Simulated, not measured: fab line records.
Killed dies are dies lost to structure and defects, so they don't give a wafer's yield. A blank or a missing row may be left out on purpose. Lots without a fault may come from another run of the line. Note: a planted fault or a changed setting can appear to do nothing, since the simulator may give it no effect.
Commonality check across tools    flow n5Finfet    Lots sampled 12, wafers sampled 36

== WHAT PROMPTED THE OPENING ==
Of 12 lots, 2 have the reading M14_OVL flagged at N5_BEOL_M14_OVL_MEAS_29. Fault-free wafers read 0 nm, with a standard deviation of 4.1.
Rule: flag the lot when none of its wafers has a number, or when each of its wafers that has one lies beyond 4 standard deviations from that mean. The rest of the lots are taken to be sound.

lot   measured      on          M14_OVL (nm), wafer by wafer  flag
L584  day 12 22:20  overlay-01  -7 -4 0                       
L585  day 14 06:25  overlay-02  3 3 2                         
L586  day 14 17:31  overlay-02  6 -1 -3                       
L587  day 14 17:34  overlay-01  2 1 -2                        
L588  day 15 16:26  overlay-01  7 2 -6                        
L590  day 16 02:00  overlay-02  -3 -6 5                       
L589  day 16 23:10  overlay-01  -1 8 1                        
L595  day 17 20:05  overlay-01  1 2 3                         
L598  day 17 20:33  overlay-01  27 32 28                      FLAGGED
L601  day 17 23:33  overlay-02  30 31 28                      FLAGGED
L603  day 18 18:27  overlay-01  5 10 3                        
L605  day 20 00:11  overlay-02  -4 4 -1                       
On average the flagged lots' numbers are 29 nm, which is +29 nm against the usual, or +7 standard deviations.

== WHICH TOOL RAN EACH LOT ==
The record keeps 1 process step preceding the reading, out of 1938 steps on the route. In each cell: the tool, then ch and the chambers that the sampled wafers went through, then the start.
lot   flag     N5_BEOL_M14_EXPOSE_25
L584           krfScanner-01 ch 0, day 12 22:08
L585           krfScanner-01 ch 0, day 14 06:13
L586           krfScanner-01 ch 0, day 14 17:20
L587           krfScanner-01 ch 0, day 14 17:22
L588           krfScanner-02 ch 0, day 15 16:14
L590           krfScanner-02 ch 0, day 16 01:49
L589           krfScanner-02 ch 0, day 16 22:58
L595           krfScanner-01 ch 0, day 17 19:54
L598  FLAGGED  krfScanner-02 ch 0, day 17 20:21
L601  FLAGGED  krfScanner-02 ch 0, day 17 23:21
L603           krfScanner-01 ch 0, day 18 18:15
L605           krfScanner-01 ch 0, day 19 23:59
What is done by these steps:
- N5_BEOL_M14_EXPOSE_25: exposes mask M14, target cd 280 nm.
- N5_BEOL_M14_OVL_MEAS_29

== FLAGGED AGAINST TOTAL, ONE TOOL AT A TIME (gauges that did the reading follow at the end) ==
step                     tool           lots run  flagged  share of the flagged lots  sound lots run after its first flagged lot
N5_BEOL_M14_EXPOSE_25    krfScanner-01  7         0        none                       -
N5_BEOL_M14_EXPOSE_25    krfScanner-02  5         2        all                        0
N5_BEOL_M14_OVL_MEAS_29  overlay-01     7         1        some                       1 (L603)
N5_BEOL_M14_OVL_MEAS_29  overlay-02     5         1        some                       1 (L605)

== WHAT THE TABLE PERMITS ==
All flagged lots share 1 row of the table, namely krfScanner-02 at N5_BEOL_M14_EXPOSE_25.
- krfScanner-02 at N5_BEOL_M14_EXPOSE_25: 2 of its 5 lots flagged. Last sound lot L589 at day 16 22:58, first flagged lot L598 at day 17 20:21; a fault beginning in between fits.
krfScanner-02 at N5_BEOL_M14_EXPOSE_25 is the single tool remaining.

== WHAT THE SIMULATOR HAD INSERTED ==
Scanner matching overlay: krfScanner-02, from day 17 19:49 on, at N5_BEOL_M14_EXPOSE_25. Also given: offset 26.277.
Shown lots that were struck: L598, L601. The rule given above showed the same thing.
